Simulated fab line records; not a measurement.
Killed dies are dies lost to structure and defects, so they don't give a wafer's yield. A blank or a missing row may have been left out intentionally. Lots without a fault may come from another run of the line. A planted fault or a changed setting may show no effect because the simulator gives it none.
Which tool did it? -- flow nandHarc -- 12 lots, 36 wafers sampled, at 5 steps of a route of 1302

WHAT EACH GAUGE READ, for each wafer
NHARC_A_BLC_INSPECT_28.
lot,measured,on,rawDefectCount
L077,day 23 03:58,defectInspect-01,376 317 370
L076,day 23 14:10,defectInspect-02,518 567 560
L079,day 25 10:22,defectInspect-01,516 474 641
L080,day 26 06:40,defectInspect-02,485 757 440
L083,day 26 17:28,defectInspect-01,347 481 518
L082,day 27 01:32,defectInspect-01,407 483 630
L087,day 28 04:31,defectInspect-02,564 666 676
L089,day 28 14:47,defectInspect-02,486 381 355
L093,day 30 00:59,defectInspect-02,431 488 424
L091,day 30 08:13,defectInspect-01,528 524 429
L095,day 31 14:56,defectInspect-01,572 477 476
L097,day 32 08:24,defectInspect-01,418 457 596

WHICH TOOL RAN EACH LOT (tool, then ch and the chambers of the sampled wafers, then the start)
lot,NHARC_A_CONTACT_DESCUM_13,NHARC_A_CONTACT_ETCH_92,NHARC_A_BLC_ETCH_17,NHARC_A_BLC_PVD_32
L077,"rieDiel-04 ch 0,1, day 22 18:49","rieDiel-11 ch 0,1,2, day 22 21:48","rieDiel-13 ch 1,3, day 23 03:58 or earlier","pvdSputter-02, day 23 03:58 or earlier"
L076,"rieDiel-11 ch 0,1,2, day 23 04:21","rieDiel-06 ch 1,2,3, day 23 07:50","rieDiel-12 ch 0,2, day 23 14:10 or earlier","pvdSputter-01, day 23 14:10 or earlier"
L079,"rieDiel-04 ch 0,2,3, day 25 00:56","rieDiel-11 ch 0,1, day 25 03:56","rieDiel-13 ch 0,2,3, day 25 10:22 or earlier","pvdSputter-02, day 25 10:22 or earlier"
L080,"rieDiel-04 ch 1,2,3, day 25 21:27","rieDiel-11 ch 1,2, day 26 00:25","rieDiel-13 ch 0,2,3, day 26 06:40 or earlier","pvdSputter-03, day 26 06:40 or earlier"
L083,"rieDiel-04 ch 0,2,3, day 26 07:40","rieDiel-04 ch 0,3, day 26 11:09","rieDiel-12 ch 0,2,3, day 26 17:28 or earlier","pvdSputter-02, day 26 17:28 or earlier"
L082,"rieDiel-04 ch 0,2,3, day 26 16:10","rieDiel-04 ch 0,3, day 26 19:14","rieDiel-13 ch 1,2,3, day 27 01:32 or earlier","pvdSputter-02, day 27 01:32 or earlier"
L087,"rieDiel-04 ch 1,2, day 27 18:40","rieDiel-04 ch 0,1,2, day 27 21:50","rieDiel-12 ch 0,1,2, day 28 04:31 or earlier","pvdSputter-02, day 28 04:31 or earlier"
L089,"rieDiel-11 ch 2,3, day 28 05:35","rieDiel-06 ch 2,3, day 28 08:33","rieDiel-12 ch 1,3, day 28 14:47 or earlier","pvdSputter-02, day 28 14:47 or earlier"
L093,"rieDiel-06 ch 0,2,3, day 29 15:26","rieDiel-06 ch 0,2, day 29 18:37","rieDiel-12 ch 0,2, day 30 00:59 or earlier","pvdSputter-02, day 30 00:59 or earlier"
L091,"rieDiel-04 ch 0,3, day 29 22:43","rieDiel-04 ch 0,2,3, day 30 01:49","rieDiel-07 ch 0,1,3, day 30 08:13 or earlier","pvdSputter-03, day 30 08:13 or earlier"
L095,"rieDiel-04 ch 1,2, day 31 05:46","rieDiel-11 ch 0,2, day 31 08:47","rieDiel-12 ch 0,1, day 31 14:56 or earlier","pvdSputter-01, day 31 14:56 or earlier"
L097,"rieDiel-11 ch 0,1,2, day 31 23:16","rieDiel-04 ch 0,1,3, day 32 02:16","rieDiel-13 ch 0,1,2, day 32 08:24 or earlier","pvdSputter-01, day 32 08:24 or earlier"
- NHARC_A_CONTACT_DESCUM_13: chemistry O2, time 3 s.
- NHARC_A_CONTACT_ETCH_92: etches the open film in CH3F/O2, target depth 40 nm, time 85.7 s.
- NHARC_A_BLC_ETCH_17: etches the open film in N2/H2, target depth 390 nm, time 609.38 s.
- NHARC_A_BLC_PVD_32: deposits Ti, target thk 5 nm, time 17.7 s.

THE ANSWER, worked out from the rows above alone
Rule: the lots themselves supply what counts as usual. Put in order of their means at a reading, lots are off if they are a third of the lots or fewer, leave a main group of 4 or more, and stand apart from it by a gap of 3 or more times the standard deviation of the main group's means; of several such gaps the widest counts. The tables above print the reading to a certain number of digits; a main group whose means all agree to those digits is not used. Also off: a lot with no number at a reading for which 4 or more lots have one. All remaining lots with rows at the step are treated as sound.
Nothing can be told from this: no lot is off at any reading shown.

WHAT HAD BEEN PUT IN BY THE SIMULATOR
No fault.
